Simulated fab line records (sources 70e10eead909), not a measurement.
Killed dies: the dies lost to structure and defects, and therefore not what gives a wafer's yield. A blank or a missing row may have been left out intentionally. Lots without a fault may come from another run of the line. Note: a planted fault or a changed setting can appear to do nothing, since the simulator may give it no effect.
Matching of chambers	flow nand harc	NHARC_P_M0_DESCUM_14 on rie diel-11 has 4 sister chambers
The step chemistry O2, time 3 s. 4 wafers are shown with their chamber, then 8 later ones without.

## WAFERS WITH THEIR CHAMBER
wafer	chamber	showerhead plenum p Torr (Torr)
L787.4	3	1.82
L795.5	1	1.95
L795.6	0	2.00
L796.2	2	1.96

## WAFERS WITH NO CHAMBER GIVEN
wafer	showerhead plenum p Torr (Torr)
L796.5	2.00
L796.6	1.95
L800.4	1.96
L800.5	1.95
L800.6	1.96
L802.1	2.00
L802.3	1.81
L802.5	2.00

## WHICH CHAMBER EACH ONE RAN IN
wafer	from the rows above	in truth
L796.5	0	0
L796.6	1	1
L800.4	2	2
L800.5	1	1
L800.6	2	2
L802.1	0	0
L802.3	3	3
L802.5	0	0
8 of 8 placed correctly. Can't be placed from these rows: 0. Wrongly placed: 0.
How it was worked out, from the rows above alone: a wafer's distance from a chamber is the root of the sum, over the readings, of the square of ((its reading less the chamber's mean) divided by the reading's scatter). The wafer belongs to the nearest chamber; if the next one is less than 2 further off, it can't be placed. The mean given for a chamber averages the wafers shown for that chamber. The scatter: with one shown wafer a chamber, the root of the mean of the squares of how far each hidden wafer lies from its nearest shown one.
